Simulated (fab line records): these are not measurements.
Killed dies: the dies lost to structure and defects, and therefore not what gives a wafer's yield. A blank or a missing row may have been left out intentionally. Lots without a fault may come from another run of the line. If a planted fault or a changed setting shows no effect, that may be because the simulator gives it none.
Chamber matching -- flow n5-finfet -- N5_BEOL_M1_ETCH_69 on rie-diel-03: 4 sister chambers
The step etches SiARC in CF4, target depth 15.6 nm, time 26 s. 16 wafers are shown with their chamber, then 8 later ones without.

EACH WAFER AND ITS CHAMBER
wafer,chamber,showerhead-plenum-p-Torr (Torr),drypump-motor-current-A (A),etch-rf-on-time-s (s)
L078.1,2,2.10,5.9,25.9
L078.3,0,2.23,5.4,26.3
L078.6,1,2.12,5.1,27.0
L085.1,0,2.23,5.4,26.7
L085.3,3,2.06,5.2,27.0
L085.4,0,2.23,5.4,26.5
L086.1,2,2.10,5.9,24.7
L086.3,0,2.22,5.3,26.6
L086.5,0,2.22,5.4,26.1
L087.3,0,2.22,5.4,26.4
L087.4,3,2.06,5.2,27.0
L087.5,2,2.10,5.8,24.5
L091.1,0,2.22,5.4,26.6
L091.3,1,2.11,5.1,26.7
L091.6,3,2.06,5.2,27.5
L096.1,2,2.09,5.9,24.5

SIGNATURES (means of the wafers above)
reading,chamber 0,chamber 1,chamber 2,chamber 3,scatter within a chamber
showerhead-plenum-p-Torr,2.2243,2.1150,2.0975,2.0600,0.00497
drypump-motor-current-A,5.386,5.100,5.875,5.200,0.0366
etch-rf-on-time-s,26.457,26.850,24.900,27.167,0.39
Rule: distance of a wafer from a chamber = root of the sum over the readings of ((wafer's reading minus chamber's mean) / reading's scatter) squared. The wafer belongs to the nearest chamber; if the next one is less than 2 further off, it can't be placed. The scatter is the square root of a quotient: the sum, over the shown wafers, of each reading's squared deviation from its chamber's mean, divided by wafers minus chambers.

WAFERS WITHOUT THEIR CHAMBER
wafer,showerhead-plenum-p-Torr (Torr),drypump-motor-current-A (A),etch-rf-on-time-s (s)
L096.2,2.22,5.4,26.3
L096.6,2.06,5.2,27.0
L095.1,2.22,5.3,26.8
L095.2,2.06,5.2,27.1
L095.5,2.22,5.4,26.5
L097.1,2.21,5.4,26.5
L097.3,2.11,5.0,25.1
L097.5,2.22,5.4,26.5

THE CHAMBER EACH PASSED THROUGH
wafer,from the rows above,in truth
L096.2,0,0
L096.6,3,3
L095.1,0,0
L095.2,3,3
L095.5,0,0
L097.1,0,0
L097.3,1,1
L097.5,0,0
Correct placement for 8 of the 8. Number that these rows cannot place: 0. Placed wrongly: 0.
